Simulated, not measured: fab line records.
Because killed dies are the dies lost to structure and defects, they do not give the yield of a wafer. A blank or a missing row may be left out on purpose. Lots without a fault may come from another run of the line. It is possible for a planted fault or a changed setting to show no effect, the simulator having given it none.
fab line records	flow nand_harc
[record] lots = 24	wafers = 72	last_day = 33
route steps=1302 shown P_M1@315 P_M2@329
lots that met no fault: taken from a fault-free run of the same line
start_h: start of the lot's first displayed wafer, in hours after the record's first day	wait_h: hours since the lot's step before	" repeats the value in the row above	L1.1+2: one row covering several wafers at once	- value missing, or start not given	* or withheld: withheld	< > ~ a bound
route shown NAME@n: NAME is a module with steps in the file, n the number in the route of the first one	usual: mean/standard deviation of fault-free wafers	same: alike in all rows	chamber/n: place in a boat	sites: the reading at each site	_std_site: the standard deviation of these	_edge_site: the outer-site mean with the inner-site mean subtracted	radius_mm: how far each site lies from the wafer's centre	mask NAME#n: copy n	behind: the last tool/chamber to shape the wafer	hold: the reason the lot was held/the length of the hold in hours/how it ended	device: the transistor (n, p or np) that didn't switch	end of line: tests of these same wafers at the route's end	a step without rows: its recipe alone	killed: not the wafer's yield, but the dies lost to structure and defects at the first sort	map: per-die view of a wafer (x killed, . not killed, _ where there is no die)
set.NAME: the setting as run; set.NAME@STEP: as run at that earlier step	model.NAME: the simulator's own value behind a step, which no gauge read
route steps across a sampled set of lots; one table per step, one row per wafer
services: when a tool's chamber went out of use (start_h, in hours from the record's first day, below 0 if earlier), for how many hours, and the reason
[[steps]]
[step NHARC_P_M1_INSPECT_27]
[usual] raw_defect_count = 290/100
lot.wafer	tool	chamber	start_h	wait_h	raw_defect_count
L075.3	defect_inspect-01	-	133.45	0.0	407
L075.4	"	-	"	"	340
L075.6	"	-	"	"	426
L074.3	defect_inspect-01	-	134.59	0.0	286
L074.4	"	-	"	"	239
L074.5	"	-	"	"	536
L076.1	defect_inspect-01	-	147.91	0.0	237
L076.2	"	-	"	"	234
L076.5	"	-	"	"	138
L077.2	defect_inspect-01	-	161.50	0.0	169
L077.3	"	-	"	"	317
L077.4	"	-	"	"	127
L078.1	defect_inspect-01	-	170.72	0.0	391
L078.3	"	-	"	"	249
L078.6	"	-	"	"	255
L079.1	defect_inspect-01	-	181.37	0.0	214
L079.3	"	-	"	"	192
L079.4	"	-	"	"	227
L080.1	defect_inspect-02	-	193.95	0.0	233
L080.2	"	-	"	"	388
L080.4	"	-	"	"	322
L081.2	defect_inspect-01	-	202.76	0.0	257
L081.3	"	-	"	"	314
L081.6	"	-	"	"	329
L082.2	defect_inspect-02	-	212.76	0.0	197
L082.3	"	-	"	"	236
L082.5	"	-	"	"	225
L083.3	defect_inspect-01	-	217.41	0.0	298
L083.4	"	-	"	"	297
L083.6	"	-	"	"	448
L084.2	defect_inspect-02	-	226.57	0.0	213
L084.3	"	-	"	"	201
L084.5	"	-	"	"	160
L085.2	defect_inspect-01	-	240.78	0.0	653
L085.5	"	-	"	"	344
L085.6	"	-	"	"	318
L086.1	defect_inspect-02	-	251.87	0.0	343
L086.2	"	-	"	"	308
L086.6	"	-	"	"	175
L087.1	defect_inspect-02	-	255.13	0.0	239
L087.4	"	-	"	"	244
L087.5	"	-	"	"	557
L088.2	defect_inspect-01	-	278.78	0.0	271
L088.3	"	-	"	"	471
L088.6	"	-	"	"	255
L089.4	defect_inspect-02	-	279.63	0.0	565
L089.5	"	-	"	"	416
L089.6	"	-	"	"	223
L090.1	defect_inspect-02	-	294.99	0.0	186
L090.3	"	-	"	"	304
L090.5	"	-	"	"	190
L091.1	defect_inspect-01	-	302.95	0.0	212
L091.5	"	-	"	"	299
L091.6	"	-	"	"	276
L092.2	defect_inspect-02	-	308.50	0.0	305
L092.5	"	-	"	"	355
L092.6	"	-	"	"	268
L093.1	defect_inspect-01	-	320.62	0.0	375
L093.2	"	-	"	"	290
L093.5	"	-	"	"	324
L094.2	defect_inspect-01	-	336.23	0.0	274
L094.5	"	-	"	"	317
L094.6	"	-	"	"	184
L095.1	defect_inspect-02	-	336.54	0.0	292
L095.2	"	-	"	"	175
L095.4	"	-	"	"	271
L096.2	defect_inspect-01	-	345.58	0.0	178
L096.4	"	-	"	"	311
L096.6	"	-	"	"	421
L097.3	defect_inspect-01	-	354.60	0.0	209
L097.4	"	-	"	"	418
L097.5	"	-	"	"	203
[step NHARC_P_M2_OVL_MEAS_10]
[recipe] pitch_nm = 340
[usual] overlay_x_nm = 0.3/0.79	overlay_y_nm = -0.2/0.68
lot.wafer	tool	chamber	start_h	wait_h	overlay_x_nm	overlay_y_nm
L075.3	overlay-02	-	134.81	-	1.3	-1.3
L075.4	"	-	"	"	1.2	-0.4
L075.6	"	-	"	"	1.0	-0.7
L074.3	overlay-02	-	136.08	-	-0.5	0.6
L074.4	"	-	"	"	-0.5	0.9
L074.5	"	-	"	"	-0.5	0.3
L076.1	overlay-01	-	149.39	-	0.3	-0.1
L076.2	"	-	"	"	0.0	-0.2
L076.5	"	-	"	"	0.7	-0.3
L077.2	overlay-01	-	162.98	-	0.0	-0.6
L077.3	"	-	"	"	0.1	-1.6
L077.4	"	-	"	"	0.4	-0.4
L078.1	overlay-02	-	172.18	-	-0.6	-1.3
L078.3	"	-	"	"	-0.9	-1.5
L078.6	"	-	"	"	-0.5	-1.4
L079.1	overlay-02	-	182.73	-	-1.8	0.4
L079.3	"	-	"	"	-1.1	0.1
L079.4	"	-	"	"	-0.9	0.4
L080.1	overlay-02	-	195.48	-	0.6	-0.4
L080.2	"	-	"	"	0.0	-1.0
L080.4	"	-	"	"	0.3	-0.5
L081.2	overlay-01	-	204.24	-	1.0	0.1
L081.3	"	-	"	"	1.7	-0.2
L081.6	"	-	"	"	1.0	-0.7
L082.2	overlay-02	-	214.22	-	0.2	-0.4
L082.3	"	-	"	"	0.6	-1.1
L082.5	"	-	"	"	0.7	-0.8
L083.3	overlay-02	-	218.88	-	0.4	-0.7
L083.4	"	-	"	"	0.5	-0.8
L083.6	"	-	"	"	0.8	-0.8
L084.2	overlay-01	-	227.93	-	-0.2	0.3
L084.3	"	-	"	"	-0.6	0.2
L084.5	"	-	"	"	-0.7	0.2
L085.2	overlay-01	-	242.27	-	-0.2	-0.8
L085.5	"	-	"	"	-0.5	-0.3
L085.6	"	-	"	"	-0.3	-0.4
L086.1	overlay-01	-	253.28	-	-0.8	-0.7
L086.2	"	-	"	"	-0.8	-0.6
L086.6	"	-	"	"	-0.1	-0.5
L087.1	overlay-02	-	256.61	-	-0.7	0.4
L087.4	"	-	"	"	0.0	0.7
L087.5	"	-	"	"	-0.3	0.7
L088.2	overlay-01	-	280.11	-	0.7	-0.1
L088.3	"	-	"	"	1.1	0.3
L088.6	"	-	"	"	0.6	0.7
L089.4	overlay-01	-	280.99	-	1.1	-0.6
L089.5	"	-	"	"	1.4	-0.7
L089.6	"	-	"	"	1.3	-0.6
L090.1	overlay-01	-	296.35	-	-0.3	-1.6
L090.3	"	-	"	"	-0.8	-1.0
L090.5	"	-	"	"	0.1	-1.0
L091.1	overlay-01	-	304.31	-	0.4	-0.8
L091.5	"	-	"	"	0.8	-0.4
L091.6	"	-	"	"	0.5	-1.3
L092.2	overlay-02	-	309.98	-	-1.3	0.3
L092.5	"	-	"	"	-0.6	0.7
L092.6	"	-	"	"	-0.6	0.7
L093.1	overlay-02	-	322.08	-	1.0	0.3
L093.2	"	-	"	"	1.2	0.3
L093.5	"	-	"	"	1.0	0.7
L094.2	overlay-01	-	337.71	-	0.8	0.2
L094.5	"	-	"	"	1.0	-0.1
L094.6	"	-	"	"	1.5	-0.7
L095.1	overlay-01	-	337.97	-	1.1	0.7
L095.2	"	-	"	"	1.4	0.1
L095.4	"	-	"	"	1.4	0.1
L096.2	overlay-02	-	347.08	-	-0.4	-1.5
L096.4	"	-	"	"	-0.4	-1.4
L096.6	"	-	"	"	-0.1	-0.3
L097.3	overlay-01	-	355.96	-	0.5	1.1
L097.4	"	-	"	"	1.1	1.0
L097.5	"	-	"	"	0.5	0.3
[step NHARC_P_M2_CD_MEAS_16]
[usual] cd_nm = 170.2/0.98
lot.wafer	tool	chamber	start_h	wait_h	cd_nm
L075.3	cd_sem-03	-	135.21	-	170.4
L075.4	"	-	"	"	169.7
L075.6	"	-	"	"	170.4
L074.3	cd_sem-03	-	136.48	-	171.3
L074.4	"	-	"	"	169.8
L074.5	"	-	"	"	172.1
L076.1	cd_sem-01	-	149.79	-	169.8
L076.2	"	-	"	"	170.3
L076.5	"	-	"	"	168.9
L077.2	cd_sem-03	-	163.39	-	171.5
L077.3	"	-	"	"	171.8
L077.4	"	-	"	"	170.1
L078.1	cd_sem-01	-	172.58	-	170.6
L078.3	"	-	"	"	170.2
L078.6	"	-	"	"	170.5
L079.1	cd_sem-03	-	183.13	-	169.9
L079.3	"	-	"	"	170.1
L079.4	"	-	"	"	169.4
L080.1	cd_sem-02	-	195.88	-	167.5
L080.2	"	-	"	"	169.9
L080.4	"	-	"	"	168.5
L081.2	cd_sem-03	-	204.66	-	170.8
L081.3	"	-	"	"	170.0
L081.6	"	-	"	"	171.5
L082.2	cd_sem-03	-	214.67	-	170.1
L082.3	"	-	"	"	169.5
L082.5	"	-	"	"	169.0
L083.3	cd_sem-01	-	219.29	-	169.6
L083.4	"	-	"	"	170.6
L083.6	"	-	"	"	171.1
L084.2	cd_sem-03	-	228.34	-	170.0
L084.3	"	-	"	"	170.3
L084.5	"	-	"	"	169.2
L085.2	cd_sem-03	-	242.67	-	171.0
L085.5	"	-	"	"	168.9
L085.6	"	-	"	"	170.6
L086.1	cd_sem-02	-	253.68	-	168.9
L086.2	"	-	"	"	169.9
L086.6	"	-	"	"	169.5
L087.1	cd_sem-03	-	257.00	-	171.1
L087.4	"	-	"	"	170.0
L087.5	"	-	"	"	171.3
L088.2	cd_sem-02	-	280.51	-	171.0
L088.3	"	-	"	"	170.9
L088.6	"	-	"	"	172.0
L089.4	cd_sem-03	-	281.40	-	171.0
L089.5	"	-	"	"	170.5
L089.6	"	-	"	"	170.4
L090.1	cd_sem-02	-	296.80	-	170.6
L090.3	"	-	"	"	171.2
L090.5	"	-	"	"	170.5
L091.1	cd_sem-03	-	304.75	-	170.7
L091.5	"	-	"	"	169.9
L091.6	"	-	"	"	172.5
L092.2	cd_sem-02	-	310.38	-	170.7
L092.5	"	-	"	"	169.3
L092.6	"	-	"	"	169.0
L093.1	cd_sem-02	-	322.48	-	170.6
L093.2	"	-	"	"	171.8
L093.5	"	-	"	"	169.3
L094.2	cd_sem-02	-	338.11	-	170.2
L094.5	"	-	"	"	169.1
L094.6	"	-	"	"	169.8
L095.1	cd_sem-02	-	338.37	-	170.1
L095.2	"	-	"	"	169.9
L095.4	"	-	"	"	171.3
L096.2	cd_sem-03	-	347.48	-	167.7
L096.4	"	-	"	"	169.7
L096.6	"	-	"	"	169.5
L097.3	cd_sem-03	-	356.36	-	170.6
L097.4	"	-	"	"	172.6
L097.5	"	-	"	"	169.7
[step NHARC_P_M2_ETCH_28]
[recipe] target_depth_a = 300	over_etch_frac = 0.3	time_s = 72.99	ion_energy_ev = 150	cf4_flow_sccm = 50	n2_flow_sccm = 100	ar_flow_sccm = 150	rf_w = 300	bias_w = 100	chemistry = CF4/N2
[usual] chamber_pressure_mTorr = 29.997/0.027	drypump_motor_current_A = 5.8/0.59	oes_product_au = 0.999/0.015	rf_vpp_V = 314.1/1.6	showerhead_plenum_p_Torr = 2.63/0.083	throttle_valve_pct = 19.793/0.0086
[same] over_etch_frac = 0.3
lot.wafer	tool	chamber	start_h	wait_h	chamber_pressure_mTorr	drypump_motor_current_A	oes_product_au	rf_hours_counter_h	rf_vpp_V	showerhead_plenum_p_Torr	throttle_valve_pct
L075.3	rie_diel-12	3	-	-	29.981	6.1	0.995	2	313.3	2.64	19.783
L075.4	"	3	"	"	29.998	6.0	1.005	-	315.5	2.65	19.792
L075.6	"	0	"	"	29.995	5.0	0.961	-	311.7	2.56	19.791
L074.3	rie_diel-13	1	-	-	29.985	6.0	0.996	11	316.7	2.79	19.792
L074.4	"	3	"	"	30.037	5.7	0.995	13	314.1	2.61	19.798
L074.5	"	1	"	"	29.969	6.0	0.996	-	315.6	2.79	19.786
L076.1	rie_diel-13	3	-	-	30.043	5.7	0.994	13	314.8	2.61	19.798
L076.2	"	0	"	"	30.043	6.5	1.002	14	316.9	2.74	19.783
L076.5	"	0	"	"	30.009	6.5	0.991	-	316.5	2.74	19.813
L077.2	rie_diel-12	2	-	-	30.010	4.8	1.007	2	313.9	2.61	19.793
L077.3	"	3	"	"	30.038	6.0	1.011	3	314.3	2.64	19.795
L077.4	"	1	"	"	29.977	5.8	1.012	3	314.8	2.70	19.792
L078.3	rie_diel-12	2	-	-	29.978	4.8	1.014	3	314.1	2.61	19.799
L078.1	"	1	"	"	29.996	5.8	1.018	4	314.7	2.70	19.788
L078.6	"	3	"	"	30.034	6.0	1.000	-	314.7	2.64	19.787
L079.4	rie_diel-12	2	-	-	30.009	4.8	1.000	3	313.3	2.61	19.804
L079.1	"	3	"	"	30.008	6.1	1.003	4	313.6	2.64	19.789
L079.3	"	0	"	"	29.963	5.0	0.980	4	312.7	2.56	19.796
L080.2	rie_diel-12	0	-	-	30.003	5.0	0.976	5	312.8	2.56	19.799
L080.4	"	1	"	"	30.005	5.8	1.016	4	315.4	2.70	19.781
L080.1	"	3	"	"	30.013	6.1	1.013	4	315.8	2.64	19.804
L081.2	rie_diel-13	1	-	-	30.017	6.0	1.009	1	317.5	2.79	19.795
L081.3	"	2	"	"	30.027	5.9	1.011	2	311.9	2.56	19.779
L081.6	"	0	"	"	30.011	6.5	1.003	-	315.4	2.74	19.799
L082.3	rie_diel-06	2	-	-	29.944	6.7	0.993	4	313.1	2.55	19.802
L082.2	"	3	"	"	30.007	6.6	0.993	5	313.5	2.64	19.792
L082.5	"	3	"	"	30.047	6.7	0.988	-	315.7	2.64	19.804
L083.4	rie_diel-12	0	-	-	30.022	5.0	0.988	5	313.3	2.56	19.799
L083.3	"	1	"	"	30.004	5.9	1.000	6	313.8	2.70	19.806
L083.6	"	0	"	"	29.996	5.0	0.976	-	313.5	2.56	19.800
L084.2	rie_diel-12	0	-	-	29.949	5.0	0.981	6	311.2	2.56	19.799
L084.3	"	2	"	"	30.004	4.8	0.997	6	313.8	2.61	19.784
L084.5	"	3	"	"	29.959	6.0	0.993	-	315.1	2.64	19.791
L085.2	rie_diel-12	2	-	-	29.944	4.8	1.007	7	314.6	2.61	19.802
L085.5	"	0	"	"	30.015	5.0	0.969	-	312.2	2.56	19.785
L085.6	"	1	"	"	30.024	5.8	0.995	-	314.8	2.70	19.797
L086.2	rie_diel-13	0	-	-	30.012	6.5	1.003	5	316.0	2.73	19.788
L086.1	"	2	"	"	30.009	5.9	1.000	5	313.1	2.56	19.800
L086.6	"	0	"	"	30.020	6.5	1.015	-	315.9	2.73	19.791
L087.1	rie_diel-06	0	-	-	29.969	6.4	1.003	7	311.5	2.48	19.797
L087.4	"	1	"	"	30.011	5.5	0.988	7	311.6	2.48	19.790
L087.5	"	3	"	"	29.969	6.6	1.002	-	314.7	2.64	19.790
L088.2	rie_diel-13	0	-	-	30.051	6.5	1.017	7	314.8	2.73	19.790
L088.3	"	1	"	"	30.000	5.9	1.025	7	316.4	2.78	19.794
L088.6	"	3	"	"	30.020	5.7	0.996	-	313.5	2.61	19.787
L089.4	rie_diel-13	1	-	-	29.987	6.0	1.020	7	317.2	2.78	19.808
L089.5	"	3	"	"	30.004	5.7	1.002	-	314.7	2.61	19.797
L089.6	"	0	"	"	30.000	6.5	1.016	-	315.9	2.73	19.776
L090.3	rie_diel-12	0	-	-	29.948	5.0	0.977	0	313.0	2.56	19.787
L090.1	"	2	"	"	29.992	4.9	1.008	0	313.3	2.61	19.796
L090.5	"	1	"	"	30.011	5.9	1.031	-	316.2	2.70	19.780
L091.1	rie_diel-13	3	-	-	30.014	5.7	0.997	7	312.7	2.61	19.801
L091.6	"	0	"	"	30.033	6.6	1.002	-	315.0	2.73	19.788
L091.5	"	1	"	"	30.003	6.0	1.022	-	317.2	2.78	19.796
L092.2	rie_diel-13	3	-	-	29.993	5.7	0.984	7	314.6	2.61	19.793
L092.5	"	2	"	"	29.988	5.9	1.009	-	314.1	2.56	19.809
L092.6	"	3	"	"	29.950	5.7	0.999	-	314.0	2.61	19.804
L093.1	rie_diel-12	3	-	-	30.027	6.0	1.002	1	314.9	2.64	19.792
L093.2	"	1	"	"	29.984	5.9	1.032	2	314.8	2.69	19.790
L093.5	"	3	"	"	29.977	6.0	0.985	-	312.9	2.64	19.797
L094.2	rie_diel-06	0	-	-	30.007	6.4	0.978	1	311.8	2.48	19.788
L094.5	"	2	"	"	29.979	6.7	1.005	-	313.4	2.55	19.801
L094.6	"	3	"	"	29.995	6.6	0.997	-	315.0	2.64	19.783
L095.1	rie_diel-12	2	-	-	30.054	4.8	1.019	3	312.1	2.61	19.794
L095.2	"	3	"	"	29.990	6.0	0.984	2	313.5	2.64	19.785
L095.4	"	1	"	"	29.986	5.8	1.019	3	313.8	2.69	19.796
L096.4	rie_diel-06	2	-	-	29.954	6.7	1.003	2	312.1	2.55	19.773
L096.2	"	0	"	"	30.000	6.4	0.985	2	311.9	2.48	19.795
L096.6	"	1	"	"	29.987	5.5	0.976	-	310.8	2.47	19.781
L097.3	rie_diel-06	3	-	-	30.013	6.6	1.003	3	315.2	2.64	19.793
L097.4	"	0	"	"	30.016	6.4	0.998	2	310.8	2.48	19.809
L097.5	"	2	"	"	30.004	6.7	0.999	-	311.9	2.55	19.810
[step NHARC_P_M2_PVD_21]
[recipe] target_thk_a = 300	chamber_pressure_pa = 5	power_w = 5000	substrate_temp_c = 30	time_s = 20.49	material = Cu
[usual] throttle_valve_pct = 29.5/0.96
lot.wafer	tool	chamber	start_h	wait_h	throttle_valve_pct
L075.3	pvd_sputter-03	-	-	-	28.5
L075.4	"	-	"	"	29.2
L075.6	"	-	"	"	31.4
L074.3	pvd_sputter-01	-	-	-	28.9
L074.4	"	-	"	"	27.3
L074.5	"	-	"	"	29.5
L076.1	pvd_sputter-02	-	-	-	29.3
L076.2	"	-	"	"	27.7
L076.5	"	-	"	"	29.3
L077.2	pvd_sputter-01	-	-	-	28.9
L077.3	"	-	"	"	27.1
L077.4	"	-	"	"	29.7
L078.1	pvd_sputter-01	-	-	-	29.6
L078.3	"	-	"	"	29.0
L078.6	"	-	"	"	27.1
L079.3	pvd_sputter-02	-	-	-	29.3
L079.4	"	-	"	"	30.7
L079.1	"	-	"	"	30.0
L080.1	pvd_sputter-03	-	-	-	29.3
L080.4	"	-	"	"	29.6
L080.2	"	-	"	"	30.9
L081.2	pvd_sputter-03	-	-	-	29.6
L081.3	"	-	"	"	31.2
L081.6	"	-	"	"	29.5
L082.2	pvd_sputter-02	-	-	-	30.0
L082.3	"	-	"	"	29.3
L082.5	"	-	"	"	27.8
L083.4	pvd_sputter-03	-	-	-	29.6
L083.3	"	-	"	"	31.2
L083.6	"	-	"	"	29.8
L084.3	pvd_sputter-03	-	-	-	31.1
L084.2	"	-	"	"	29.7
L084.5	"	-	"	"	29.4
L085.2	pvd_sputter-01	-	-	-	28.2
L085.6	"	-	"	"	29.0
L085.5	"	-	"	"	28.0
L086.1	pvd_sputter-02	-	-	-	29.9
L086.2	"	-	"	"	29.4
L086.6	"	-	"	"	29.5
L087.1	pvd_sputter-03	-	-	-	29.6
L087.4	"	-	"	"	29.4
L087.5	"	-	"	"	29.6
L088.2	pvd_sputter-01	-	-	-	29.4
L088.3	"	-	"	"	29.6
L088.6	"	-	"	"	29.1
L089.4	pvd_sputter-02	-	-	-	27.7
L089.6	"	-	"	"	29.6
L089.5	"	-	"	"	30.5
L090.3	pvd_sputter-01	-	-	-	28.2
L090.1	"	-	"	"	29.4
L090.5	"	-	"	"	28.9
L091.1	pvd_sputter-03	-	-	-	29.2
L091.5	"	-	"	"	29.3
L091.6	"	-	"	"	29.7
L092.2	pvd_sputter-02	-	-	-	30.2
L092.6	"	-	"	"	28.1
L092.5	"	-	"	"	30.4
L093.1	pvd_sputter-03	-	-	-	31.2
L093.2	"	-	"	"	29.8
L093.5	"	-	"	"	31.6
L094.2	pvd_sputter-01	-	-	-	30.4
L094.5	"	-	"	"	30.1
L094.6	"	-	"	"	29.6
L095.1	pvd_sputter-02	-	-	-	28.2
L095.2	"	-	"	"	30.2
L095.4	"	-	"	"	30.1
L096.2	pvd_sputter-01	-	-	-	28.2
L096.4	"	-	"	"	29.6
L096.6	"	-	"	"	30.5
L097.4	pvd_sputter-01	-	-	-	29.5
L097.3	"	-	"	"	29.1
L097.5	"	-	"	"	28.3
[step NHARC_P_M2_THK_MEAS_24]
[recipe] thk_meas_gauge = xrf
[usual] thk_nm = 144.8/1.6
lot.wafer	tool	chamber	start_h	wait_h	thk_nm
L075.3	film_metro-01	-	137.39	-	145.5
L075.4	"	-	"	"	145.9
L075.6	"	-	"	"	145.2
L074.3	film_metro-02	-	138.58	-	147.4
L074.4	"	-	"	"	144.5
L074.5	"	-	"	"	146.5
L076.1	film_metro-01	-	151.94	-	145.7
L076.2	"	-	"	"	144.7
L076.5	"	-	"	"	147.5
L077.2	film_metro-02	-	165.54	-	142.7
L077.3	"	-	"	"	146.1
L077.4	"	-	"	"	143.2
L078.1	film_metro-01	-	174.70	-	142.8
L078.3	"	-	"	"	143.7
L078.6	"	-	"	"	145.0
L079.1	film_metro-02	-	185.24	-	144.5
L079.3	"	-	"	"	141.8
L079.4	"	-	"	"	142.8
L080.1	film_metro-02	-	197.99	-	146.1
L080.2	"	-	"	"	145.0
L080.4	"	-	"	"	146.5
L081.2	film_metro-02	-	206.83	-	147.0
L081.3	"	-	"	"	145.1
L081.6	"	-	"	"	144.9
L082.2	film_metro-01	-	216.78	-	144.2
L082.3	"	-	"	"	143.4
L082.5	"	-	"	"	143.2
L083.3	film_metro-01	-	221.42	-	144.3
L083.4	"	-	"	"	139.9
L083.6	"	-	"	"	145.0
L084.2	film_metro-01	-	230.51	-	144.0
L084.3	"	-	"	"	147.3
L084.5	"	-	"	"	143.9
L085.2	film_metro-01	-	244.78	-	144.6
L085.5	"	-	"	"	146.1
L085.6	"	-	"	"	146.3
L086.1	film_metro-01	-	255.79	-	143.0
L086.2	"	-	"	"	143.3
L086.6	"	-	"	"	142.1
L087.1	film_metro-01	-	259.25	-	148.4
L087.4	"	-	"	"	142.1
L087.5	"	-	"	"	145.6
L088.2	film_metro-01	-	282.71	-	142.7
L088.3	"	-	"	"	144.1
L088.6	"	-	"	"	144.2
L089.4	film_metro-02	-	283.50	-	146.2
L089.5	"	-	"	"	146.7
L089.6	"	-	"	"	142.4
L090.1	film_metro-01	-	298.97	-	145.3
L090.3	"	-	"	"	147.5
L090.5	"	-	"	"	146.2
L091.1	film_metro-02	-	306.86	-	145.6
L091.5	"	-	"	"	146.3
L091.6	"	-	"	"	144.5
L092.2	film_metro-01	-	312.49	-	143.4
L092.5	"	-	"	"	144.4
L092.6	"	-	"	"	143.8
L093.1	film_metro-02	-	324.60	-	142.5
L093.2	"	-	"	"	144.6
L093.5	"	-	"	"	143.4
L094.2	film_metro-02	-	340.22	-	146.1
L094.5	"	-	"	"	146.6
L094.6	"	-	"	"	146.7
L095.1	film_metro-02	-	340.53	-	144.4
L095.2	"	-	"	"	145.6
L095.4	"	-	"	"	145.7
L096.2	film_metro-01	-	349.59	-	147.2
L096.4	"	-	"	"	147.4
L096.6	"	-	"	"	143.8
L097.3	film_metro-01	-	358.51	-	143.8
L097.4	"	-	"	"	147.1
L097.5	"	-	"	"	143.6
[[services]]
tool	chamber	start_h	hours	kind
pvd_sputter-02	-	117.84	10.0	pm
rie_diel-13	-	122.65	2.1	repair
rie_diel-12	2	133.22	8.8	repair
rie_diel-13	2	156.02	1.6	repair
rie_diel-13	-	165.04	9.0	pm
pvd_sputter-03	-	170.03	10.0	pm
pvd_sputter-03	-	180.82	9.6	repair
rie_diel-13	3	184.78	24.1	repair
pvd_sputter-02	-	186.20	3.7	repair
rie_diel-12	0	204.48	8.7	repair
rie_diel-12	3	207.09	8.4	repair
pvd_sputter-03	-	209.24	1.8	repair
rie_diel-12	1	223.59	8.1	repair
pvd_sputter-03	-	223.73	0.8	repair
pvd_sputter-02	-	225.85	12.0	repair
pvd_sputter-01	-	226.03	10.0	pm
rie_diel-12	3	248.86	5.6	repair
rie_diel-13	1	256.32	3.7	repair
rie_diel-12	-	268.40	9.0	pm
rie_diel-12	3	295.81	9.3	repair
pvd_sputter-01	-	322.53	0.6	repair
rie_diel-12	0	341.12	5.4	repair
rie_diel-13	-	342.04	9.0	pm
pvd_sputter-03	-	348.03	10.0	pm
[[key]]
fault none
